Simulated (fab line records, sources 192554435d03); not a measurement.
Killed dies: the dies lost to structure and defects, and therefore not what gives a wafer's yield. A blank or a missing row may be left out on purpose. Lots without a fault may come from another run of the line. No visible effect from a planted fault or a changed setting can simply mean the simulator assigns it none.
Lot-split experiment -- flow n5Finfet -- on a route of 1938 steps: 7 lots, 21 wafers read

## ABOUT THE SPLIT
At N5_BEOL_M9_HM_DEP_02 (deposits TiN, target thk 20 nm), the setting targetThkA was moved away from the recipe's 200 angstrom on 11 of the 21 wafers read, by -13.2% to -10.0%. All remaining wafers had this setting at the recipe value.

## FROM THE SPLIT TO THE READING: what the file shows between them, 4 steps
- N5_BEOL_M9_COAT_59: time 60 s, resist thk 100 nm
- N5_BEOL_M9_COAT_60: time 60 s, resist thk 30 nm
- N5_BEOL_M9_STRIP_68: strips in N2/H2
- N5_BEOL_M9_STRIP_67: strips in CF4

## THE READING
etch.depthNm (the simulator's own value, which no gauge read), in nm, at N5_BEOL_M9_HM_OPEN_17 (chemistry Cl2/BCl3, target TiN, target depth 20 nm, overetch 6 nm). No usual value for it is given in the file. Here, 10 wafers ran the recipe; their average is 19.93 nm with a standard deviation of 0.28 nm.

wafer,"tool, chamber at the split","targetThkA as run, angstrom",against the recipe,"etch.depthNm, nm",against lot-mates on the recipe
L074.1,"pvdSputter-03, -",180,-10.0%,18.55,-1.61
L074.3,"pvdSputter-03, -",180,-10.0%,18.35,-1.81
L074.5,"pvdSputter-03, -",200,recipe,20.16,-
L077.1,"pvdSputter-02, -",200,recipe,19.92,-
L077.2,"pvdSputter-02, -",177.7,-11.2%,17.75,-2.17
L077.4,"pvdSputter-02, -",177.7,-11.2%,17.74,-2.18
L076.1,"pvdSputter-03, -",200,recipe,19.82,-
L076.4,"pvdSputter-03, -",178.1,-11.0%,17.34,-2.48
L076.6,"pvdSputter-03, -",178.1,-11.0%,17.9,-1.92
L079.1,"pvdSputter-01, -",173.7,-13.2%,17.18,no lot-mate on the recipe
L079.2,"pvdSputter-01, -",173.7,-13.2%,17.49,no lot-mate on the recipe
L079.6,"pvdSputter-01, -",173.7,-13.2%,17.36,no lot-mate on the recipe
L083.1,"pvdSputter-01, -",200,recipe,20.38,-
L083.2,"pvdSputter-01, -",200,recipe,19.85,-
L083.5,"pvdSputter-01, -",200,recipe,20.24,-
L086.2,"pvdSputter-03, -",200,recipe,19.66,-
L086.3,"pvdSputter-03, -",200,recipe,20.2,-
L086.6,"pvdSputter-03, -",200,recipe,19.6,-
L087.1,"pvdSputter-02, -",179.2,-10.4%,17.29,-2.23
L087.3,"pvdSputter-02, -",200,recipe,19.52,-
L087.6,"pvdSputter-02, -",179.2,-10.4%,17.5,-2.02

FIT RESULTS
A straight line over all 21 wafers: etch.depthNm changes by +0.2 nm for each +1% of targetThkA; r = +0.96; the points scatter about the line by 0.33 nm.
The same after taking each lot's own level away (the mean of its wafers on the recipe; 18 wafers): +0.194 nm for each +1%; r = +0.98; scatter 0.21 nm.
The reading moves by 2.5 nm for the largest change in targetThkA, on that fit.
Across the lots, their own levels run from 19.520 to 20.160 nm, a range of 2.3 times the standard deviation given above.
So the lot-to-lot level changes the slope little: the two slopes agree.
Check: for one of the wafers moved furthest among these (-11.2%), held out of the fit, the line's prediction against its lot-mates is -2.16 nm. It came out at -2.17 nm against them.

## OTHER SPLITS APPLIED TO THESE WAFERS
These wafers also went through other splits before the reading. Each is held against what the fit with the lots' levels taken away leaves over:
other split on the same wafers,wafers away from the commonest value,r with etch.depthNm (lot level and that fit taken away)
N5_BEOL_M7_DESCUM_33 timeS,8,-0.27
N5_BEOL_M8_COAT_60 spinRpm,10,+0.16
N5_BEOL_M8_EXPOSE_08 doseMj,9,+0.25
N5_BEOL_M8_DEP_56 timeS,6,+0.18

## THE WHOLE CHAIN: every reading that the file lists as answering this split, in the file's order
step,what it does,reading,change (the file's fit),r (the file's)
N5_BEOL_M9_HM_DEP_02,"deposits TiN, target thk 20 nm","TiN_of_BEOL_M9_HM_DEP_02.thkNm (the simulator's own value, which no gauge read)",+0.198 nm for each +1% of the setting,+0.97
N5_BEOL_M9_HM_OPEN_17,"chemistry Cl2/BCl3, target TiN, target depth 20 nm, overetch 6 nm","etch.depthNm (the simulator's own value, which no gauge read)",+0.193 nm for each +1% of the setting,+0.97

## THE FILE'S OWN FIT
etch.depthNm changes by +0.193 nm for each +1% of targetThkA, r = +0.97.
